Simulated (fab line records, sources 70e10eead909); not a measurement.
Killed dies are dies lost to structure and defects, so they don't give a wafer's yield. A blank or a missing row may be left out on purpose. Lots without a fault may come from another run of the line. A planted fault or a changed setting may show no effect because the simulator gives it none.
Which tool did it? | flow nand_harc | 22 lots, 66 wafers sampled, at 6 steps of a route of 1302

WHAT THE GAUGES READ, wafer by wafer
The record holds no reading of a measuring or inspecting step that can be judged against a usual standard deviation.

WHICH TOOL RAN EACH LOT (tool, then ch and the chambers of the sampled wafers, then the start)
lot  | NHARC_A_STAIRCASE_ETCH_273                    | NHARC_A_STAIRCASE_DESCUM_291       | NHARC_A_STAIRCASE_ALD_415        | NHARC_A_STAIRCASE_ETCHBACK_416                | NHARC_A_STAIRCASE_DESCUM_443       | NHARC_A_STAIRCASE_ETCHBACK_157
L074 | rie_diel-13 ch 0,2, day 16 21:03 or earlier   | rie_diel-12 ch 0,1,2, day 16 21:03 | ald_hk-01 ch 1,2,3, day 17 07:27 | rie_diel-03 ch 0,3, day 18 20:27 or earlier   | rie_diel-12 ch 0,1, day 18 20:27   | rie_diel-13 ch 1,2,3, day 19 02:59
L075 | rie_diel-03 ch 0,1,2, day 17 10:40 or earlier | rie_diel-03 ch 1,2,3, day 17 10:40 | ald_hk-03 ch 1,2,3, day 17 19:29 | rie_diel-03 ch 0,1,2, day 17 22:56            | rie_diel-13 ch 0,2, day 19 18:32   | rie_diel-03 ch 0,1,2, day 20 01:47
L076 | rie_diel-03 ch 1,2,3, day 18 00:44 or earlier | rie_diel-12 ch 0,3, day 18 00:44   | ald_hk-01 ch 1,2, day 18 07:53   | rie_diel-03 ch 1,3, day 20 05:34 or earlier   | rie_diel-12 ch 1,2,3, day 20 05:34 | rie_diel-13 ch 0,2,3, day 20 12:04
L078 | rie_diel-03 ch 0,3, day 18 05:41 or earlier   | rie_diel-12 ch 0,2,3, day 18 05:41 | ald_hk-01 ch 0,1,2, day 18 13:53 | rie_diel-12 ch 1,3, day 20 02:46 or earlier   | rie_diel-13 ch 0,2,3, day 20 02:46 | rie_diel-13 ch 1,2,3, day 20 09:11
L080 | rie_diel-12 ch 0,2,3, day 19 08:54 or earlier | rie_diel-03 ch 0,1,2, day 19 08:54 | ald_hk-04 ch 0,1,3, day 19 16:52 | rie_diel-03 ch 0,1,3, day 21 11:19 or earlier | rie_diel-13 ch 0,1,2, day 21 11:19 | rie_diel-13 ch 0,1,3, day 21 17:32
L079 | rie_diel-03 ch 0,1,3, day 19 10:52 or earlier | rie_diel-03 ch 2,3, day 19 10:52   | ald_hk-01 ch 1,2, day 20 00:05   | rie_diel-13 ch 1,2, day 21 11:11 or earlier   | rie_diel-03 ch 0,3, day 21 11:11   | rie_diel-13 ch 0,1,2, day 21 18:22
L081 | rie_diel-12 ch 1,3, day 19 21:35 or earlier   | rie_diel-03 ch 0,1,2, day 19 21:35 | ald_hk-03 ch 1,3, day 20 07:53   | rie_diel-13 ch 1,3, day 21 21:29 or earlier   | rie_diel-12 ch 1,2,3, day 21 21:29 | rie_diel-03 ch 0,3, day 22 03:49
L082 | rie_diel-03 ch 1,2,3, day 19 22:11 or earlier | rie_diel-03 ch 0,3, day 19 22:11   | ald_hk-01 ch 0,3, day 20 11:02   | rie_diel-12 ch 1,2,3, day 21 21:38 or earlier | rie_diel-03 ch 1, day 21 21:38     | rie_diel-03 ch 0,1,2, day 22 06:49
L083 | rie_diel-03 ch 1,2,3, day 21 06:43 or earlier | rie_diel-03 ch 0,1,3, day 21 06:43 | ald_hk-01 ch 0,2, day 21 19:03   | rie_diel-12 ch 1,2, day 23 12:16 or earlier   | rie_diel-13 ch 0,2,3, day 23 12:16 | rie_diel-03 ch 2,3, day 23 18:27
L085 | rie_diel-03 ch 0,1,2, day 21 07:13 or earlier | rie_diel-12 ch 0,1,3, day 21 07:13 | ald_hk-03 ch 0,2,3, day 21 20:10 | rie_diel-03 ch 1,3, day 23 12:06 or earlier   | rie_diel-12 ch 0,3, day 23 12:06   | rie_diel-12 ch 0,3, day 23 18:16
L084 | rie_diel-03 ch 0,1,3, day 21 15:04 or earlier | rie_diel-13 ch 0,2,3, day 21 15:04 | ald_hk-01 ch 0,3, day 22 01:49   | rie_diel-13 ch 0,2,3, day 23 18:50 or earlier | rie_diel-12 ch 0,1,2, day 23 18:50 | rie_diel-12 ch 0,1, day 24 01:04
L086 | rie_diel-12 ch 0,1,3, day 21 15:47 or earlier | rie_diel-12 ch 0,1, day 21 15:47   | ald_hk-01 ch 0,2, day 22 03:13   | rie_diel-13 ch 0,1,2, day 23 18:39 or earlier | rie_diel-13 ch 0,2, day 23 18:39   | rie_diel-13 ch 0,2,3, day 24 00:49
L088 | rie_diel-03 ch 0,2,3, day 23 05:44 or earlier | rie_diel-03 ch 0,1, day 23 05:44   | ald_hk-03 ch 0,2,3, day 23 13:01 | rie_diel-03 ch 1,2, day 25 01:05 or earlier   | rie_diel-03 ch 0,1,3, day 25 01:05 | rie_diel-12 ch 0,1,3, day 25 07:17
L090 | rie_diel-03 ch 0,2,3, day 23 07:41 or earlier | rie_diel-13 ch 0,1,3, day 23 07:41 | ald_hk-01 ch 1,2,3, day 23 14:59 | rie_diel-13 ch 0,2,3, day 25 01:17 or earlier | rie_diel-13 ch 1,2,3, day 25 01:17 | rie_diel-13 ch 1,2,3, day 25 07:31
L091 | rie_diel-13 ch 2,3, day 23 08:24 or earlier   | rie_diel-03 ch 1,3, day 23 08:24   | ald_hk-03 ch 0,1, day 23 15:39   | rie_diel-13 ch 2,3, day 25 00:53 or earlier   | rie_diel-12 ch 0,2, day 25 00:53   | rie_diel-13 ch 0,2, day 25 07:02
L089 | rie_diel-12 ch 1,2, day 23 14:38 or earlier   | rie_diel-03 ch 0,1,3, day 23 14:38 | ald_hk-03 ch 0,3, day 23 22:07   | rie_diel-12 ch 2,3, day 25 14:05 or earlier   | rie_diel-13 ch 0,1,3, day 25 14:05 | rie_diel-13 ch 1,2, day 25 20:14
L092 | rie_diel-12 ch 2,3, day 23 21:10 or earlier   | rie_diel-03 ch 0,1,2, day 23 21:10 | ald_hk-04 ch 1,2, day 24 07:15   | rie_diel-03 ch 1,2,3, day 25 22:30 or earlier | rie_diel-12 ch 0,1, day 25 22:30   | rie_diel-13 ch 0,2,3, day 26 04:46
L093 | rie_diel-13 ch 0,3, day 24 22:54 or earlier   | rie_diel-12 ch 0,3, day 24 22:54   | ald_hk-03 ch 0,3, day 25 07:26   | rie_diel-13 ch 0,3, day 27 00:06 or earlier   | rie_diel-03 ch 0,1,3, day 27 00:06 | rie_diel-03 ch 0,3, day 27 06:14
L094 | rie_diel-13 ch 1,3, day 25 09:30 or earlier   | rie_diel-12 ch 0,1,2, day 25 09:30 | ald_hk-04 ch 0,1,3, day 25 17:39 | rie_diel-12 ch 0,1,2, day 27 17:59 or earlier | rie_diel-13 ch 0,1,2, day 27 17:59 | rie_diel-12 ch 0,1, day 28 00:16
L095 | rie_diel-13 ch 2,3, day 25 17:00 or earlier   | rie_diel-12 ch 0,3, day 25 17:00   | ald_hk-01 ch 0,1, day 26 03:36   | rie_diel-03 ch 1,2,3, day 27 20:21 or earlier | rie_diel-03 ch 1,2,3, day 27 20:21 | rie_diel-13 ch 1,2,3, day 28 03:01
L096 | rie_diel-03 ch 1,2,3, day 25 17:59 or earlier | rie_diel-13 ch 0,1,3, day 25 17:59 | ald_hk-04 ch 2,3, day 26 04:35   | rie_diel-12 ch 0,1,2, day 27 18:01 or earlier | rie_diel-12 ch 2,3, day 27 18:01   | rie_diel-13 ch 0,2,3, day 28 00:10
L097 | rie_diel-03 ch 1,3, day 25 23:27 or earlier   | rie_diel-13 ch 0,1, day 25 23:27   | ald_hk-03 ch 1,2,3, day 26 10:11 | rie_diel-13 ch 1,2,3, day 28 01:07 or earlier | rie_diel-12 ch 0,2, day 28 01:07   | rie_diel-13 ch 0,1, day 28 07:14
- NHARC_A_STAIRCASE_ETCH_273: etches the open film in C4F8/O2/Ar, target depth 10200 nm, time 2468.6 s.
- NHARC_A_STAIRCASE_DESCUM_291: chemistry O2, time 3 s.
- NHARC_A_STAIRCASE_ALD_415: deposits SiO2, target thk 30 nm, pulse time 6 s, ald cycles 300.
- NHARC_A_STAIRCASE_ETCHBACK_416: etches the open film in C4F8/O2/Ar, target depth 36 nm, time 7.2 s.
- NHARC_A_STAIRCASE_DESCUM_443: chemistry O2, time 3 s.
- NHARC_A_STAIRCASE_ETCHBACK_157: etches the open film in CH3F/O2, target depth 90 nm, time 167.14 s.

WHAT THE TOOLS THEMSELVES READ (means of the sampled wafers that have a number; where no wafer has one, the mark that the record gives instead)
NHARC_A_STAIRCASE_ETCH_273. Usual: oes_product_au 0.936 a.u., standard deviation 0.0093; rf_vpp_V 1828 V, standard deviation 11.
lot  | tool        | oes_product_au (a.u.) | rf_vpp_V (V) | flag
L074 | rie_diel-13 | 0.938                 | 1829         |
L075 | rie_diel-03 | 0.939                 | 1832         |
L076 | rie_diel-03 | 0.936                 | 1831         |
L078 | rie_diel-03 | 0.948                 | 1827         |
L080 | rie_diel-12 | 0.933                 | 1828         |
L079 | rie_diel-03 | 0.939                 | 1833         |
L081 | rie_diel-12 | 0.946                 | 1832         |
L082 | rie_diel-03 | 0.943                 | 1830         |
L083 | rie_diel-03 | 0.928                 | 1830         |
L085 | rie_diel-03 | 0.949                 | 1830         |
L084 | rie_diel-03 | 0.931                 | 1832         |
L086 | rie_diel-12 | 0.931                 | 1837         |
L088 | rie_diel-03 | 0.935                 | 1823         |
L090 | rie_diel-03 | 0.942                 | 1822         |
L091 | rie_diel-13 | 0.928                 | 1818         |
L089 | rie_diel-12 | 0.929                 | 1830         |
L092 | rie_diel-12 | 0.934                 | 1836         |
L093 | rie_diel-13 | 0.923                 | 1818         |
L094 | rie_diel-13 | 0.918                 | 1825         |
L095 | rie_diel-13 | 0.924                 | 1818         |
L096 | rie_diel-03 | 0.931                 | 1828         |
L097 | rie_diel-03 | 0.938                 | 1836         |

NHARC_A_STAIRCASE_DESCUM_291. Usual: drypump_motor_current_A 5.9 A, standard deviation 0.47; o2_flow_sccm 200.0 sccm, standard deviation 0.56; oes_product_au 0.999 a.u., standard deviation 0.0062; rf_vpp_V 57.7 V, standard deviation 0.85; showerhead_plenum_p_Torr 1.92 Torr, standard deviation 0.092; throttle_valve_pct 11.312 %, standard deviation 0.0078.
lot  | tool        | drypump_motor_current_A (A) | o2_flow_sccm (sccm) | oes_product_au (a.u.) | rf_vpp_V (V) | showerhead_plenum_p_Torr (Torr) | throttle_valve_pct (%) | flag
L074 | rie_diel-12 | 6.2                         | 200.3               | 1.000                 | 57.1         | 1.84                            | 11.311                 |
L075 | rie_diel-03 | 5.5                         | 199.9               | 0.997                 | 57.4         | 1.95                            | 11.319                 |
L076 | rie_diel-12 | 6.0                         | 200.4               | 0.992                 | 57.6         | 1.99                            | 11.304                 |
L078 | rie_diel-12 | 6.1                         | 200.7               | 0.999                 | 57.8         | 1.93                            | 11.317                 |
L080 | rie_diel-03 | 5.4                         | 199.8               | 0.996                 | 57.9         | 1.95                            | 11.309                 |
L079 | rie_diel-03 | 5.8                         | 200.1               | 1.000                 | 57.4         | 1.89                            | 11.311                 |
L081 | rie_diel-03 | 5.4                         | 199.9               | 1.001                 | 57.7         | 1.95                            | 11.311                 |
L082 | rie_diel-03 | 6.1                         | 199.3               | 1.001                 | 57.2         | 1.90                            | 11.313                 |
L083 | rie_diel-03 | 5.8                         | 200.1               | 1.004                 | 57.9         | 1.95                            | 11.315                 |
L085 | rie_diel-12 | 6.1                         | 200.3               | 1.002                 | 57.7         | 1.99                            | 11.308                 |
L084 | rie_diel-13 | 6.2                         | 200.0               | 0.998                 | 57.8         | 1.88                            | 11.307                 |
L086 | rie_diel-12 | 6.2                         | 200.3               | 1.000                 | 58.9         | 1.92                            | 11.316                 |
L088 | rie_diel-03 | 5.5                         | 200.2               | 0.997                 | 57.9         | 2.00                            | 11.309                 |
L090 | rie_diel-13 | 6.3                         | 200.1               | 1.000                 | 57.6         | 1.94                            | 11.312                 |
L091 | rie_diel-03 | 5.5                         | 199.7               | 1.008                 | 57.7         | 2.00                            | 11.304                 |
L089 | rie_diel-03 | 5.8                         | 200.1               | 1.002                 | 57.1         | 1.95                            | 11.312                 |
L092 | rie_diel-03 | 5.4                         | 200.1               | 0.998                 | 57.4         | 1.94                            | 11.312                 |
L093 | rie_diel-12 | 6.0                         | 200.0               | 0.997                 | 58.2         | 1.97                            | 11.315                 |
L094 | rie_diel-12 | 6.3                         | 200.5               | 0.997                 | 58.0         | 1.92                            | 11.317                 |
L095 | rie_diel-12 | 6.0                         | 199.8               | 1.003                 | 57.9         | 1.97                            | 11.310                 |
L096 | rie_diel-13 | 6.3                         | 200.3               | 0.989                 | 57.8         | 1.93                            | 11.310                 |
L097 | rie_diel-13 | 6.1                         | 199.8               | 0.999                 | 58.1         | 1.96                            | 11.313                 |

NHARC_A_STAIRCASE_ALD_415. Usual: heater_power_w 470 W, standard deviation 44; precursor_pulse_height_rel 1.001, standard deviation 0.02.
lot  | tool      | heater_power_w (W) | precursor_pulse_height_rel | flag
L074 | ald_hk-01 | 464                | 0.998                      |
L075 | ald_hk-03 | 497                | 1.009                      |
L076 | ald_hk-01 | 496                | 1.014                      |
L078 | ald_hk-01 | 483                | 1.013                      |
L080 | ald_hk-04 | 418                | 0.991                      |
L079 | ald_hk-01 | 500                | 0.995                      |
L081 | ald_hk-03 | 511                | 1.009                      |
L082 | ald_hk-01 | 408                | 0.992                      |
L083 | ald_hk-01 | 472                | 1.009                      |
L085 | ald_hk-03 | 503                | 0.999                      |
L084 | ald_hk-01 | 416                | 1.009                      |
L086 | ald_hk-01 | 453                | 0.994                      |
L088 | ald_hk-03 | 506                | 1.007                      |
L090 | ald_hk-01 | 469                | 1.004                      |
L091 | ald_hk-03 | 491                | 0.985                      |
L089 | ald_hk-03 | 516                | 1.005                      |
L092 | ald_hk-04 | 447                | 1.002                      |
L093 | ald_hk-03 | 495                | 1.005                      |
L094 | ald_hk-04 | 414                | 1.009                      |
L095 | ald_hk-01 | 486                | 1.005                      |
L096 | ald_hk-04 | 454                | 1.006                      |
L097 | ald_hk-03 | 516                | 1.025                      |

NHARC_A_STAIRCASE_ETCHBACK_416. Usual: oes_product_au 0.925 a.u., standard deviation 0.0075; rf_vpp_V 723 V, standard deviation 4.5.
lot  | tool        | oes_product_au (a.u.) | rf_vpp_V (V) | flag
L074 | rie_diel-03 | 0.924                 | 724          |
L075 | rie_diel-03 | 0.923                 | 726          |
L076 | rie_diel-03 | 0.929                 | 728          |
L078 | rie_diel-12 | 0.925                 | 720          |
L080 | rie_diel-03 | 0.921                 | 725          |
L079 | rie_diel-13 | 0.922                 | 721          |
L081 | rie_diel-13 | 0.907                 | 717          |
L082 | rie_diel-12 | 0.926                 | 728          |
L083 | rie_diel-12 | 0.925                 | 725          |
L085 | rie_diel-03 | 0.935                 | 725          |
L084 | rie_diel-13 | 0.915                 | 722          |
L086 | rie_diel-13 | 0.915                 | 720          |
L088 | rie_diel-03 | 0.919                 | 726          |
L090 | rie_diel-13 | 0.927                 | 722          |
L091 | rie_diel-13 | 0.933                 | 721          |
L089 | rie_diel-12 | 0.923                 | 725          |
L092 | rie_diel-03 | 0.928                 | 724          |
L093 | rie_diel-13 | 0.920                 | 722          |
L094 | rie_diel-12 | 0.923                 | 724          |
L095 | rie_diel-03 | 0.923                 | 723          |
L096 | rie_diel-12 | 0.931                 | 724          |
L097 | rie_diel-13 | 0.919                 | 724          |

NHARC_A_STAIRCASE_DESCUM_443. Usual: drypump_motor_current_A 6.0 A, standard deviation 0.4; o2_flow_sccm 200.0 sccm, standard deviation 0.57; oes_product_au 0.999 a.u., standard deviation 0.0074; rf_vpp_V 57.8 V, standard deviation 0.93; showerhead_plenum_p_Torr 1.93 Torr, standard deviation 0.094; throttle_valve_pct 11.311 %, standard deviation 0.0094.
lot  | tool        | drypump_motor_current_A (A) | o2_flow_sccm (sccm) | oes_product_au (a.u.) | rf_vpp_V (V) | showerhead_plenum_p_Torr (Torr) | throttle_valve_pct (%) | flag
L074 | rie_diel-12 | 6.2                         | 200.2               | 0.999                 | 57.8         | 1.79                            | 11.314                 |
L075 | rie_diel-13 | 6.0                         | 199.7               | 0.987                 | 57.6         | 1.92                            | 11.313                 |
L076 | rie_diel-12 | 6.2                         | 200.1               | 0.997                 | 58.3         | 2.00                            | 11.312                 |
L078 | rie_diel-13 | 6.2                         | 200.0               | 0.989                 | 57.4         | 1.89                            | 11.311                 |
L080 | rie_diel-13 | 6.1                         | 200.0               | 1.005                 | 58.5         | 1.87                            | 11.305                 |
L079 | rie_diel-03 | 6.0                         | 199.9               | 0.996                 | 57.4         | 1.90                            | 11.316                 |
L081 | rie_diel-12 | 6.1                         | 199.1               | 1.000                 | 57.9         | 2.00                            | 11.307                 |
L082 | rie_diel-03 | 5.2                         | 200.5               | 1.004                 | 58.6         | 2.05                            | 11.308                 |
L083 | rie_diel-13 | 6.2                         | 200.1               | 1.001                 | 57.7         | 1.88                            | 11.323                 |
L085 | rie_diel-12 | 6.0                         | 200.0               | 1.000                 | 57.7         | 1.97                            | 11.311                 |
L084 | rie_diel-12 | 6.2                         | 199.8               | 0.996                 | 57.4         | 1.92                            | 11.320                 |
L086 | rie_diel-13 | 6.0                         | 200.0               | 1.004                 | 57.3         | 1.91                            | 11.314                 |
L088 | rie_diel-03 | 5.8                         | 199.6               | 1.009                 | 59.2         | 1.94                            | 11.310                 |
L090 | rie_diel-13 | 6.3                         | 200.2               | 1.001                 | 57.2         | 1.93                            | 11.312                 |
L091 | rie_diel-12 | 6.2                         | 199.4               | 1.001                 | 57.3         | 1.84                            | 11.309                 |
L089 | rie_diel-13 | 6.3                         | 199.4               | 0.995                 | 58.2         | 1.93                            | 11.312                 |
L092 | rie_diel-12 | 6.2                         | 199.9               | 0.995                 | 57.6         | 1.98                            | 11.299                 |
L093 | rie_diel-03 | 5.8                         | 199.8               | 1.002                 | 57.3         | 1.94                            | 11.312                 |
L094 | rie_diel-13 | 6.1                         | 200.3               | 1.004                 | 57.6         | 1.96                            | 11.314                 |
L095 | rie_diel-03 | 5.4                         | 200.4               | 1.005                 | 58.1         | 1.92                            | 11.314                 |
L096 | rie_diel-12 | 6.0                         | 200.7               | 0.995                 | 58.4         | 1.97                            | 11.303                 |
L097 | rie_diel-12 | 6.3                         | 199.7               | 0.990                 | 58.2         | 1.85                            | 11.314                 |

NHARC_A_STAIRCASE_ETCHBACK_157. Usual: drypump_motor_current_A 6.1 A, standard deviation 0.44; o2_flow_sccm 30.00 sccm, standard deviation 0.079; oes_product_au 0.96 a.u., standard deviation 0.033; rf_vpp_V 244.3 V, standard deviation 1.7; showerhead_plenum_p_Torr 2.45 Torr, standard deviation 0.11; throttle_valve_pct 20.663 %, standard deviation 0.009.
lot  | tool        | drypump_motor_current_A (A) | o2_flow_sccm (sccm) | oes_product_au (a.u.) | rf_vpp_V (V) | showerhead_plenum_p_Torr (Torr) | throttle_valve_pct (%) | flag
L074 | rie_diel-13 | 6.3                         | 30.00               | 0.99                  | 243.3        | 2.37                            | 20.669                 |
L075 | rie_diel-03 | 5.4                         | 30.04               | 0.96                  | 244.6        | 2.50                            | 20.666                 |
L076 | rie_diel-13 | 6.2                         | 30.00               | 0.92                  | 244.3        | 2.42                            | 20.668                 |
L078 | rie_diel-13 | 6.3                         | 30.01               | 0.99                  | 242.9        | 2.36                            | 20.664                 |
L080 | rie_diel-13 | 6.3                         | 30.07               | 0.99                  | 243.2        | 2.36                            | 20.670                 |
L079 | rie_diel-13 | 6.1                         | 29.91               | 0.92                  | 243.7        | 2.40                            | 20.659                 |
L081 | rie_diel-03 | 6.0                         | 29.97               | 1.00                  | 244.2        | 2.44                            | 20.653                 |
L082 | rie_diel-03 | 5.4                         | 30.04               | 1.00                  | 244.8        | 2.49                            | 20.656                 |
L083 | rie_diel-03 | 5.7                         | 29.93               | 0.93                  | 243.5        | 2.41                            | 20.671                 |
L085 | rie_diel-12 | 6.0                         | 30.00               | 0.99                  | 244.9        | 2.53                            | 20.653                 |
L084 | rie_diel-12 | 6.2                         | 30.00               | 0.99                  | 245.2        | 2.55                            | 20.665                 |
L086 | rie_diel-13 | 6.2                         | 29.99               | 0.93                  | 244.2        | 2.42                            | 20.670                 |
L088 | rie_diel-12 | 6.1                         | 30.06               | 1.00                  | 245.7        | 2.54                            | 20.656                 |
L090 | rie_diel-13 | 6.3                         | 30.00               | 0.99                  | 245.6        | 2.48                            | 20.665                 |
L091 | rie_diel-13 | 6.0                         | 29.97               | 0.94                  | 244.3        | 2.45                            | 20.663                 |
L089 | rie_diel-13 | 6.3                         | 29.93               | 0.99                  | 246.0        | 2.58                            | 20.660                 |
L092 | rie_diel-13 | 6.2                         | 29.95               | 0.99                  | 243.1        | 2.41                            | 20.663                 |
L093 | rie_diel-03 | 6.1                         | 30.00               | 0.99                  | 243.6        | 2.43                            | 20.667                 |
L094 | rie_diel-12 | 6.2                         | 30.10               | 1.00                  | 246.1        | 2.54                            | 20.668                 |
L095 | rie_diel-13 | 6.3                         | 30.00               | 0.93                  | 244.9        | 2.47                            | 20.663                 |
L096 | rie_diel-13 | 6.2                         | 30.10               | 0.92                  | 243.6        | 2.40                            | 20.651                 |
L097 | rie_diel-13 | 6.1                         | 30.03               | 0.92                  | 244.7        | 2.51                            | 20.652                 |

THE ANSWER, worked out from the rows above alone
Rule: a lot is off if the mean of its wafers that have a number lies more than 3 standard deviations from the usual mean. A lot without any number at a reading at which 4 lots or more have one is off too. The other lots that the step has rows for count as sound. The gauges are gone through in route order, then the tools' own readings, and for those a lot's mean is taken as printed above. The first step at which some lot is off is used, and at that step the reading that is off furthest; a lot without a number counts as furthest.
No lot is off at any reading shown: from this, nothing can be told.

WHAT THE SIMULATOR HAD PUT IN
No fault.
